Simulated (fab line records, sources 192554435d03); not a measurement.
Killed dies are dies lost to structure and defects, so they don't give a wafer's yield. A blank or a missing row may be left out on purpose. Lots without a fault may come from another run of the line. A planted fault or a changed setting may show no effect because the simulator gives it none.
Chamber matching | flow n5_finfet | N5_BEOL_M9_ALD_74 on ald_metal-02: 4 sister chambers
The step deposits TaN, target thk 2 nm, pulse time 2 s, purge time 3 s. 4 wafers are shown with their chamber, then 9 later ones without.

WAFERS WITH THEIR CHAMBER
wafer  | chamber | heater_power_w (W)
L082.1 | 2       | 379
L086.1 | 1       | 391
L086.2 | 3       | 424
L086.4 | 0       | 378

WAFERS WITHOUT THEIR CHAMBER
wafer  | heater_power_w (W)
L088.1 | 372
L088.2 | 388
L088.4 | 412
L090.1 | 371
L090.4 | 397
L090.6 | 379
L093.1 | 406
L093.5 | 406
L093.6 | 379

WHICH CHAMBER EACH WENT THROUGH
wafer  | from the rows above               | in truth
L088.1 | can't be placed: 0 or 2 or 1      | 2
L088.2 | can't be placed: 1 or 2 or 0      | 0
L088.4 | can't be placed: 3 or 1           | 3
L090.1 | can't be placed: 0 or 2 or 1      | 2
L090.4 | can't be placed: 1 or 2 or 0      | 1
L090.6 | can't be placed: 2 or 0 or 1      | 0
L093.1 | can't be placed: 1 or 3 or 2 or 0 | 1
L093.5 | can't be placed: 1 or 3 or 2 or 0 | 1
L093.6 | can't be placed: 2 or 0 or 1      | 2
Placed correctly: 0 of 9. Can't be placed from these rows: 9 (the true chamber is among the candidates in 9). Placed wrongly: 0.
How it was worked out, from the rows above alone: a wafer's distance from a chamber is the root of the sum, over the readings, of the square of ((its reading less the chamber's mean) divided by the reading's scatter). The wafer belongs to the nearest chamber; if the next one is less than 2 further off, it can't be placed. A chamber's mean is the mean of its shown wafers. The scatter: with one shown wafer a chamber, the root of the mean of the squares of how far each hidden wafer lies from its nearest shown one.
